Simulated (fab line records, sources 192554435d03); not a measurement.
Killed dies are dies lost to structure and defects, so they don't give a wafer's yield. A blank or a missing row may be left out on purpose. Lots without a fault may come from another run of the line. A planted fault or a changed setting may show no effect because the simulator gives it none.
Chamber matching | flow n5_finfet | N5_SDB_STRIP_21 on rie_diel-01: 4 sister chambers
The step strips in CF4. 14 wafers are shown with their chamber, then 7 later ones without.

WAFERS WITH THEIR CHAMBER
wafer  | chamber | throttle_valve_pct (%) | oes_product_au (a.u.) | showerhead_plenum_p_Torr (Torr)
L891.1 | 1       | 13.85                  | 0.74                  | 1.72
L891.3 | 0       | 13.55                  | 0.75                  | 1.79
L891.5 | 1       | 13.85                  | 0.75                  | 1.72
L895.1 | 1       | 13.89                  | 0.74                  | 1.72
L895.4 | 3       | 13.29                  | 0.92                  | 1.77
L895.6 | 2       | 13.89                  | 0.68                  | 1.85
L900.1 | 1       | 13.88                  | 0.73                  | 1.71
L900.2 | 2       | 13.91                  | 0.68                  | 1.84
L900.5 | 0       | 13.57                  | 0.74                  | 1.78
L902.1 | 3       | 13.33                  | 0.90                  | 1.76
L902.3 | 1       | 13.89                  | 0.73                  | 1.71
L902.4 | 3       | 13.30                  | 0.89                  | 1.76
L903.2 | 1       | 13.91                  | 0.73                  | 1.71
L903.5 | 0       | 13.61                  | 0.73                  | 1.78

SIGNATURES (means of the wafers above)
reading                  | chamber 0 | chamber 1 | chamber 2 | chamber 3 | scatter within a chamber
throttle_valve_pct       | 13.5767   | 13.8783   | 13.9000   | 13.3067   | 0.0241
oes_product_au           | 0.7400    | 0.7367    | 0.6800    | 0.9033    | 0.01
showerhead_plenum_p_Torr | 1.7833    | 1.7150    | 1.8450    | 1.7633    | 0.00577
Rule: a wafer's distance from a chamber is the root of the sum, over the readings, of the square of ((its reading less the chamber's mean) divided by the reading's scatter). The wafer belongs to the nearest chamber; if the next one is less than 2 further off, it can't be placed. The scatter: the root of (the sum of the squares of (reading less its chamber's mean) over the shown wafers, divided by (wafers less chambers)).

WAFERS WITHOUT THEIR CHAMBER
wafer  | throttle_valve_pct (%) | oes_product_au (a.u.) | showerhead_plenum_p_Torr (Torr)
L903.6 | 13.91                  | 0.73                  | 1.71
L909.1 | 13.62                  | 0.72                  | 1.78
L909.4 | 13.37                  | 0.91                  | 1.84
L909.5 | 13.34                  | 0.87                  | 1.76
L910.2 | 13.39                  | 0.92                  | 1.84
L910.4 | 13.64                  | 0.71                  | 1.78
L910.5 | 13.96                  | 0.72                  | 1.71

WHICH CHAMBER EACH WENT THROUGH
wafer  | from the rows above | in truth
L903.6 | 1                   | 1
L909.1 | 0                   | 0
L909.4 | 3                   | 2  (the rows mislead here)
L909.5 | 3                   | 3
L910.2 | 3                   | 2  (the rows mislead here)
L910.4 | 0                   | 0
L910.5 | 1                   | 1
Placed correctly: 5 of 7. Can't be placed from these rows: 0. Placed wrongly: 2.
